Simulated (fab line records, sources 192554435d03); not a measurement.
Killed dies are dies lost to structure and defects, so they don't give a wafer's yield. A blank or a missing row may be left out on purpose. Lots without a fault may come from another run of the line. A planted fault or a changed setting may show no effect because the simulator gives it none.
fab line records | flow n5_finfet
record lots=11 wafers=31 last_day=19
route steps=1938 shown BEOL_M7@1310 BEOL_M8@1332 PASSIVATION@1936
lots that met no fault: from a run of the same line without faults
start_h: hours from the record's first day to the start of the lot's first wafer shown | wait_h: hours since the lot's step before | " the same as in the row above | L1.1+2: a row that stands for several wafers | - no value, or no start given | * or withheld: withheld | < > ~ a bound
route shown NAME@n: a module of which the file shows steps, and the number in the route of the first | usual: mean/standard deviation of fault-free wafers | same: alike in all rows | chamber/n: place in a boat | sites: the reading at each site | _std_site: their standard deviation | _edge_site: outer sites' mean less inner sites' | radius_mm: how far each site lies from the wafer's centre | mask NAME#n: copy n | behind: the tool/chamber that last shaped the wafer | hold: why the lot was held/for how many hours/how that ended | device: the transistor (n, p or np) that didn't switch | end of line: the same wafers' tests at the end of the route | a step without rows: its recipe alone | killed: dies lost to structure and defects at the first sort, not the wafer's yield | map: a wafer's dies, x killed, . not, _ none there
set.NAME: the setting as run; set.NAME@STEP: as run at that earlier step | model.NAME: the simulator's own value behind a step, which no gauge read
steps of the route over a sample of lots; a table a step, a row a wafer
services: from which hour (start_h, from the record's first day; less than 0 if before it) a tool's chamber was out of use, for how many hours, and why
## steps
# step N5_BEOL_M7_STRIP_80
# recipe chemistry=N2/H2 time_s=10 power_w=450 temp_c=40 pressure_mtorr=20 rf_frequency_hz=6e+07 bias_power_w=7 n2_flow_sccm=200 h2_flow_sccm=200
# usual drypump_motor_current_A=5.6/0.45 oes_product_au=0.80/0.096 rf_vpp_V=59.3/0.84 showerhead_plenum_p_Torr=2.58/0.08 throttle_valve_pct=23.7/0.38
# columns lot.wafer tool chamber start_h wait_h drypump_motor_current_A oes_product_au rf_hours_counter_h rf_vpp_V showerhead_plenum_p_Torr throttle_valve_pct
L827.2 rie_diel-02 3 - - 5.4 0.87 43 59.1 2.71 23.7
L827.4 " 3 " " 5.4 0.86 - 59.6 2.71 23.7
L827.5 " 0 " " 6.0 0.73 - 59.5 2.52 23.9
L834.2 rie_diel-02 2 - - 5.7 0.98 2 59.8 2.50 23.7
L834.3 " 1 " " 5.8 0.70 196 58.5 2.65 24.2
L834.5 " 2 " " 5.7 0.98 - 59.1 2.50 23.7
L833.1 rie_diel-02 1 - - 5.8 0.70 198 58.0 2.64 24.2
L833.2 " 2 " " 5.6 0.96 4 59.1 2.50 23.7
L833.6 " 3 " " 5.4 0.85 - 59.5 2.71 23.7
L832.3 rie_diel-05 2 - - 5.8 0.87 38 59.4 2.48 23.3
L832.4 " 2 " " 5.8 0.89 - 57.7 2.48 23.4
L832.6 " 0 " " 6.5 0.70 - 57.7 2.61 24.1
L835.2 rie_diel-04 3 - - 5.0 0.85 46 59.5 2.58 23.2
L835.5 " 2 " " 4.9 0.79 - 58.9 2.56 23.4
L835.6 " 3 " " 5.0 0.86 - 60.5 2.58 23.2
L837.1 rie_diel-04 2 - - 4.9 0.79 111 59.5 2.56 23.4
L837.3 " 3 " " 5.0 0.84 52 59.0 2.57 23.2
L837.6 " 0 " " 5.3 0.88 - 58.3 2.67 23.0
L841.2 rie_diel-04 1 - - 6.2 1.00 3 60.1 2.72 24.0
L841.3 " 2 " " 4.9 0.78 118 60.5 2.56 23.4
L847.2 rie_diel-05 3 - - 5.3 0.92 17 59.9 2.51 24.0
L847.5 " 3 " " 5.3 0.92 - 59.1 2.51 24.0
L847.6 " 2 " " 5.8 0.85 - 58.5 2.47 23.4
L848.1 rie_diel-02 1 - - 5.8 0.68 227 59.2 2.63 24.3
L848.3 " 2 " " 5.7 0.90 27 59.3 2.49 23.7
L848.4 " 0 " " 6.0 0.70 235 58.5 2.50 24.0
L850.1 rie_diel-02 1 - - 5.9 0.68 231 58.8 2.63 24.3
L850.2 " 2 " " 5.7 0.89 30 58.8 2.48 23.7
L850.5 " 0 " " 6.0 0.70 - 58.1 2.50 24.0
L849.4 rie_diel-04 0 - - 5.2 0.84 64 59.1 2.65 23.0
L849.5 " 1 " " 6.2 0.92 - 59.4 2.70 24.0
# step N5_BEOL_M7_CURE_75
# recipe temp_c=370 time_s=120 ambient=DMADMS/He material=SiCOH_lowk
# usual lamp_power_pct=52.32/0.055 wafer_temp_C_max=372.1/0.66
# columns lot.wafer tool chamber start_h wait_h lamp_power_pct wafer_temp_C_max
L827.2 uv_cure-03 2 214.42 0.1 52.31 372.3
L827.4 " 2 " " 52.33 372.6
L827.5 " 2 " " 52.29 372.9
L834.2 uv_cure-03 1 234.58 0.1 52.34 371.1
L834.3 " 1 " " 52.27 371.0
L834.5 " 1 " " 52.33 371.4
L833.1 uv_cure-02 2 240.14 0.2 52.35 372.1
L833.2 " 2 " " 52.27 371.8
L833.6 " 2 " " 52.32 372.5
L832.3 uv_cure-02 0 241.99 0.2 52.31 371.1
L832.4 " 0 " " 52.26 371.8
L832.6 " 0 " " 52.31 371.4
L835.2 uv_cure-01 1 244.85 0.5 52.36 374.1
L835.5 " 1 " " 52.28 372.4
L835.6 " 1 " " 52.36 372.9
L837.1 uv_cure-02 2 262.77 0.0 52.32 372.7
L837.3 " 2 " " 52.34 372.0
L837.6 " 2 " " 52.31 373.1
L841.2 uv_cure-03 2 280.37 0.1 52.27 372.2
L841.3 " 2 " " 52.21 372.7
L847.2 uv_cure-03 2 309.09 0.1 52.36 371.8
L847.5 " 2 " " 52.31 371.8
L847.6 " 2 " " 52.35 372.2
L848.1 uv_cure-02 1 338.67 0.0 52.30 371.5
L848.3 " 1 " " 52.29 371.9
L848.4 " 1 " " 52.21 372.2
L850.1 uv_cure-03 2 348.23 0.0 52.40 373.1
L850.2 " 2 " " 52.32 371.9
L850.5 " 2 " " 52.29 372.6
L849.4 uv_cure-03 0 366.63 0.2 52.35 371.5
L849.5 " 0 " " 52.37 371.4
# step N5_BEOL_M8_ILD_DEP_00
# recipe material=SiCOH_lowk target_thk_a=1797.5 temp_c=300 precursor=DEMS/porogen pressure_torr=5 rf_w=500 time_s=33.4
# usual heater_power_w=344/72 showerhead_plenum_p_Torr=5.744/0.013 showerhead_vpp_V=1356/52 throttle_valve_pct=13.3/0.7
# columns lot.wafer tool chamber start_h wait_h heater_power_w showerhead_plenum_p_Torr showerhead_vpp_V throttle_valve_pct
L827.2 pecvd-03 2 216.62 0.0 246 5.745 1424 11.7
L827.4 " 0 " " 447 5.747 1277 13.5
L827.5 " 2 " " 258 5.747 1425 12.1
L834.2 pecvd-03 1 236.90 0.0 413 5.751 1343 14.0
L834.3 " 2 " " 293 5.752 1444 11.9
L834.5 " 2 " " 304 5.736 1427 12.1
L833.1 pecvd-02 0 243.05 0.0 320 5.760 1414 13.7
L833.2 " 2 " " 359 5.754 1435 12.9
L833.6 " 2 " " 351 5.764 1454 12.6
L832.3 pecvd-01 1 244.84 0.0 371 5.746 1311 13.6
L832.4 " 1 " " 375 5.763 1341 13.3
L832.6 " 0 " " 285 5.713 1341 13.9
L835.2 pecvd-01 0 247.28 0.0 241 5.729 1362 14.1
L835.5 " 0 " " 250 5.728 1384 14.0
L835.6 " 2 " " 425 5.731 1290 12.5
L837.1 pecvd-02 0 265.49 0.0 278 5.751 1417 13.8
L837.3 " 2 " " 349 5.750 1434 12.7
L837.6 " 2 " " 355 5.746 1438 12.9
L841.2 pecvd-03 1 282.53 0.0 384 5.761 1348 13.8
L841.3 " 0 " " 436 5.758 1284 13.1
L847.2 pecvd-01 2 311.41 0.0 427 5.725 1321 12.7
L847.5 " 2 " " 425 5.734 1295 12.6
L847.6 " 0 " " 252 5.731 1339 14.1
L848.1 pecvd-01 0 341.56 0.0 277 5.726 1356 14.0
L848.3 " 2 " " 395 5.725 1304 12.8
L848.4 " 2 " " 410 5.727 1310 12.5
L850.1 pecvd-02 0 351.65 0.0 325 5.763 1398 13.8
L850.2 " 1 " " 227 5.743 1351 13.6
L850.5 " 0 " " 328 5.752 1422 13.9
L849.4 pecvd-01 2 368.95 0.1 423 5.729 1298 12.6
L849.5 " 0 " " 219 5.741 1354 14.3
# step N5_BEOL_M8_THK_MEAS_01
# recipe reads=SiCOH_lowk_of_BEOL_M8_ILD_DEP_00
# usual M8_ILD_THK=156.2/2.1
# columns lot.wafer tool chamber start_h wait_h M8_ILD_THK[nm]
L827.2 film_metro-01 - 217.20 0.4 153.6
L827.4 " - " " 157.6
L827.5 " - " " 157.5
L834.2 film_metro-01 - 238.02 0.7 153.2
L834.3 " - " " 156.9
L834.5 " - " " 159.8
L833.1 film_metro-02 - 243.63 0.4 153.2
L833.2 " - " " 154.5
L833.6 " - " " 157.2
L832.3 film_metro-01 - 245.61 0.3 156.0
L832.4 " - " " 157.4
L832.6 " - " " 159.4
L835.2 film_metro-01 - 247.86 0.4 152.7
L835.5 " - " " 155.1
L835.6 " - " " 155.6
L837.1 film_metro-01 - 266.31 0.4 155.4
L837.3 " - " " 155.5
L837.6 " - " " 157.8
L841.2 film_metro-01 - 283.12 0.4 153.4
L841.3 " - " " 145.8
L847.2 film_metro-01 - 311.99 0.4 154.5
L847.5 " - " " 159.3
L847.6 " - " " 157.0
L848.1 film_metro-02 - 342.51 0.4 154.0
L848.3 " - " " 154.2
L848.4 " - " " 155.6
L850.1 film_metro-01 - 352.25 0.4 157.0
L850.2 " - " " 156.4
L850.5 " - " " 159.6
L849.4 film_metro-02 - 369.51 0.2 154.8
L849.5 " - " " 156.1
# step N5_BEOL_M8_PECVD_70
# recipe material=SiO2 target_thk_a=200 temp_c=400 precursor=TEOS/O2 pressure_torr=5.5 rf_w=450 teos_flow_sccm=53.8 gas=O2 flow_sccm=3000 time_s=22.7
# usual heater_power_w=764/140 showerhead_plenum_p_Torr=8.81/0.05 showerhead_vpp_V=1302/50 throttle_valve_pct=21.4/1.1
# columns lot.wafer tool chamber start_h wait_h heater_power_w showerhead_plenum_p_Torr showerhead_vpp_V throttle_valve_pct
L827.2 pecvd-03 2 217.24 0.0 740 8.80 1348 19.4
L827.4 " 2 " " 732 8.80 1332 19.2
L827.5 " 1 " " 894 8.82 1276 22.6
L834.2 pecvd-02 1 238.05 0.0 585 8.75 1285 22.2
L834.3 " 2 " " 741 8.85 1373 20.5
L834.5 " 2 " " 746 8.84 1370 20.3
L833.1 pecvd-01 1 243.67 0.0 772 8.82 1267 21.9
L833.2 " 0 " " 608 8.71 1282 22.7
L833.6 " 1 " " 783 8.83 1308 22.1
L832.3 pecvd-02 1 245.65 0.0 612 8.75 1289 22.4
L832.4 " 0 " " 753 8.85 1338 22.4
L832.6 " 2 " " 780 8.86 1370 20.6
L835.2 pecvd-02 2 247.90 0.0 704 8.84 1362 20.0
L835.5 " 2 " " 687 8.86 1354 20.6
L835.6 " 1 " " 571 8.76 1319 22.2
L837.1 pecvd-02 1 266.34 0.0 606 8.71 1302 22.5
L837.3 " 2 " " 818 8.87 1358 20.4
L837.6 " 2 " " 788 8.86 1377 20.5
L841.2 pecvd-03 1 283.16 0.0 810 8.85 1266 22.3
L841.3 " 0 " " 944 8.86 1211 21.7
L847.2 pecvd-02 1 312.03 0.0 596 8.74 1286 22.3
L847.5 " 1 " " 599 8.75 1320 22.2
L847.6 " 2 " " 688 8.86 1378 20.7
L848.1 pecvd-01 2 342.55 0.0 975 8.71 1254 20.2
L848.3 " 1 " " 796 8.83 1268 21.9
L848.4 " 1 " " 802 8.81 1273 21.6
L850.1 pecvd-01 2 352.29 0.0 836 8.76 1234 20.3
L850.2 " 1 " " 784 8.80 1268 21.7
L850.5 " 1 " " 773 8.82 1262 21.8
L849.4 pecvd-03 1 369.57 0.1 915 8.84 1301 22.4
L849.5 " 2 " " 721 8.82 1341 19.4
# step N5_PASSIVATION_PROBE_49
# usual defect_limited_yield=91.5/1.7 killed_at_M0_to_M3=33/11 killed_at_M4_up=13/5.2 killed_at_contacts=11/5.7 killed_at_front_end=39/11 killed_at_other=4/3 killed_dies=101/20 killed_open=66/15 killed_short=33/8.4 sort_bin_4_leakage=0.01/0.073 sort_bin_5_function=5.0/1.1 sort_bin_6_memory=3.2/0.69 sort_bin_8_speed=0.1/0.52 sort_n_pass=1078/20 sort_yield_pct=91.4/1.7
# same gross_dies=1180 killed_at_back_side=0
# columns lot.wafer tool chamber start_h wait_h defect_limited_yield[%] killed_at_M0_to_M3 killed_at_M4_up killed_at_contacts killed_at_front_end killed_at_other killed_dies killed_open killed_short sort_bin_4_leakage[%] sort_bin_5_function[%] sort_bin_6_memory[%] sort_bin_8_speed[%] sort_n_pass sort_yield_pct[%]
L834.2 prober-01 - 315.66 0.1 90.3 58 17 7 26 6 114 76 35 0 5.6 3.8 0 1066 90.3
L834.3 prober-01 - 315.71 0.1 91.9 41 11 9 32 2 95 62 31 0 5.3 2.5 0 1085 91.9
L834.5 prober-01 - 315.81 0.2 91.0 50 11 13 23 9 106 60 45 0 5.0 3.5 0 1074 91.0
L847.6 prober-01 - 386.92 0.3 92.1 36 6 20 26 5 93 64 28 0 4.3 3.3 0 1087 92.1
# killed by level:class
L834.2 BEOL_M3:geometric_particle:open=14 BEOL_M0_SAQP:geometric_particle:short=11 BEOL_M2:geometric_particle:open=10 BEOL_M0_SAQP:geometric_particle:open=9 BEOL_M4:geometric_particle:open=6 MOL_CONTACT_COAG:geometric_particle:open=6 BEOL_M1:geometric_particle:open=6 GATE_CUT:geometric_particle:short=4
L834.3 BEOL_M0_SAQP:geometric_particle:short=13 BEOL_M2:geometric_particle:open=13 FIN_SAQP:geometric_particle:short=8 GATE_CUT:geometric_particle:open=8 MOL_CONTACT_COAG:geometric_particle:open=8 BEOL_M1:geometric_particle:open=6 BEOL_M4:geometric_particle:open=4 STARTING-WAFER:geometric_particle:open=4
L834.5 BEOL_M3:geometric_particle:short=12 BEOL_M3:geometric_particle:open=11 MOL_CONTACT_COAG:geometric_particle:open=10 BEOL_M0_SAQP:geometric_particle:short=10 BEOL_M0_SAQP:geometric_particle:open=5 BEOL_M1:geometric_particle:open=5 STI_FIN_REVEAL:geometric_particle:open=4 GATE_CUT:geometric_particle:open=4
L847.6 MOL_CONTACT_COAG:geometric_particle:open=16 BEOL_M3:geometric_particle:open=12 BEOL_M3:geometric_particle:short=7 BEOL_M2:geometric_particle:open=6 BEOL_M0_SAQP:geometric_particle:open=6 FIN_SAQP:geometric_particle:open=5 STI_FIN_REVEAL:geometric_particle:open=5 FIN_SAQP:geometric_particle:short=4
## services
# columns tool chamber start_h hours kind
rie_diel-04 1 190.80 1.3 repair
pecvd-01 0 196.20 4.1 repair
pecvd-01 2 202.38 - clean
uv_cure-03 - 211.45 2.8 pm
uv_cure-01 - 219.74 6.0 pm
pecvd-03 - 225.44 0.3 repair
rie_diel-05 - 229.87 0.2 repair
uv_cure-03 - 246.66 0.9 repair
uv_cure-02 - 252.05 1.0 pm
pecvd-02 - 256.38 0.4 repair
pecvd-01 - 262.33 14.6 pm
uv_cure-02 - 263.66 7.5 pm
rie_diel-02 2 266.68 5.1 repair
uv_cure-01 - 283.32 4.6 repair
uv_cure-03 - 284.76 1.0 pm
pecvd-02 2 316.73 9.6 repair
rie_diel-05 - 319.34 2.8 pm
pecvd-02 0 322.53 2.1 scheduled_down
rie_diel-04 0 324.21 1.2 repair
rie_diel-02 - 330.92 3.4 repair
pecvd-03 1 334.05 5.2 repair
pecvd-02 1 335.68 2.1 scheduled_down
pecvd-02 2 347.48 3.2 repair
pecvd-02 2 350.87 5.5 scheduled_down
## key
first_sign step=N5_BEOL_M8_THK_MEAS_01 reading=M8_ILD_THK direction=down sigmas=5 usual=156.2 struck=145.8
effect none on later readings
met_at N5_BEOL_M8_ILD_DEP_00
struck_lots L841
struck_wafers L841.3
not_acting_at N5_BEOL_M7_STRIP_80,N5_BEOL_M7_CURE_75,N5_BEOL_M8_PECVD_70
onset_between 236.90 282.53
fault kind=process_parameter_drift tool=pecvd-03 chamber=- onset_h=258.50 steps=N5_BEOL_M8_ILD_DEP_00 channel=time_s offset=* shape=step end_h=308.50 scope=struck_wafers_only acts_in=* stated=*
